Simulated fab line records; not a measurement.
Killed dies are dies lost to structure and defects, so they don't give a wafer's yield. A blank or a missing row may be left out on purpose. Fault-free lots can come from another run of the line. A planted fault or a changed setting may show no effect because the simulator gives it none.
fab line records    flow n5Finfet
[record] lots = 7  wafers = 21
route steps=1938 shown PASSIVATION@1930
startH: start of the lot's first displayed wafer, in hours after the record's first day    waitH: hours elapsed since this lot's preceding step    " as in the row above    L1.1+2: a single row standing in for several wafers    - no value, or no start given    * or withheld: withheld    < > ~ a bound
route shown NAME@n: NAME is a module with steps in the file, n the number in the route of the first one    usual: mean and standard deviation over wafers with no fault    same: alike in all rows    chamber/n: place in a boat    sites: each site's reading    _std_site: how widely they spread, as a standard deviation    _edge_site: the outer-site mean with the inner-site mean subtracted    radiusMm: how far each site lies from the wafer's centre    mask NAME#n: copy n    behind: tool/chamber where the wafer was last shaped    hold: what put the lot on hold/how long, in hours/how the hold closed    device: transistor that didn't switch, given as n, p or np    end of line: tests run on the same wafers once the route is complete    step lacking rows: just its recipe    killed: not the wafer's yield, but the dies lost to structure and defects at the first sort    map: per-die view of a wafer (x killed, . not killed, _ where there is no die)
set.NAME: the run value of the setting; set.NAME@STEP: its run value at that earlier step    model.NAME: the simulator's own value behind a step, which no gauge read
lots where settings were altered on purpose, with a table for each step and a row for each wafer
[[steps]]
[step N5_PASSIVATION_ETCH_54]
[recipe] chemistry = CHF3/O2  target = SiO2  targetDepthA = 8800  CHF3_flow_sccm = 50  O2_flow_sccm = 5  Ar_flow_sccm = 200  timeS = 440  maskMaterial = PR  pressureMtorr = 30  sourceW = 650  biasW = 170  ionEnergyEv = 200
[usual] rfVppV = 525/4.6
lot.wafer  tool        chamber  startH  waitH  set.biasW  rfVppV  model.etch.depthNm  model.PASSIVATION.featureDepthNm
L074.2     rieDiel-05  3        268.62  0.1    170        527     873.6               873.6
L074.3     "           1        "       "      170        530     871.2               871.2
L074.6     "           0        "       "      170        523     862.5               862.4
L078.4     rieDiel-06  3        286.61  0.1    170        532     894.8               894.8
L078.5     "           2        "       "      170        521     879.6               879.6
L078.6     "           1        "       "      170        525     877                 877
L080.1     rieDiel-04  1        304.32  0.1    195.8      589     923.4               923.4
L080.5     "           3        "       "      170        525     896.1               896.2
L080.6     "           0        "       "      170        535     884.4               884.4
L081.3     rieDiel-05  2        311.52  0.1    170        524     880                 880
L081.4     "           1        "       "      170        531     869                 869
L081.5     "           0        "       "      141.7      452     832.1               832
L089.2     rieDiel-06  2        365.84  0.1    150.7      472     834.8               834.8
L089.4     "           0        "       "      170        515     861.2               861.2
L089.5     "           1        "       "      150.7      475     834.6               834.6
L092.1     rieDiel-06  0        388.38  0.1    141.3      447     814.7               814.8
L092.3     "           1        "       "      141.3      451     822.3               822.4
L092.5     "           1        "       "      141.3      451     822.2               822.2
L095.1     rieDiel-04  0        397.62  0.1    140.7      459     825.1               825
L095.2     "           1        "       "      140.7      454     825.8               825.8
L095.3     "           3        "       "      170        528     896.4               896.4
[[key]]
[split] step = N5_PASSIVATION_ETCH_54  setting = biasW  stated = 170  by = wafer
[response] step = N5_PASSIVATION_ETCH_54  reading = rfVppV  change = +4.14  per = 1%  r = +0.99
[response] step = N5_PASSIVATION_ETCH_54  reading = model.etch.depthNm  change = +2.93  per = 1%  r = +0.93
[response] step = N5_PASSIVATION_ETCH_54  reading = model.PASSIVATION.featureDepthNm  change = +2.93  per = 1%  r = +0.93
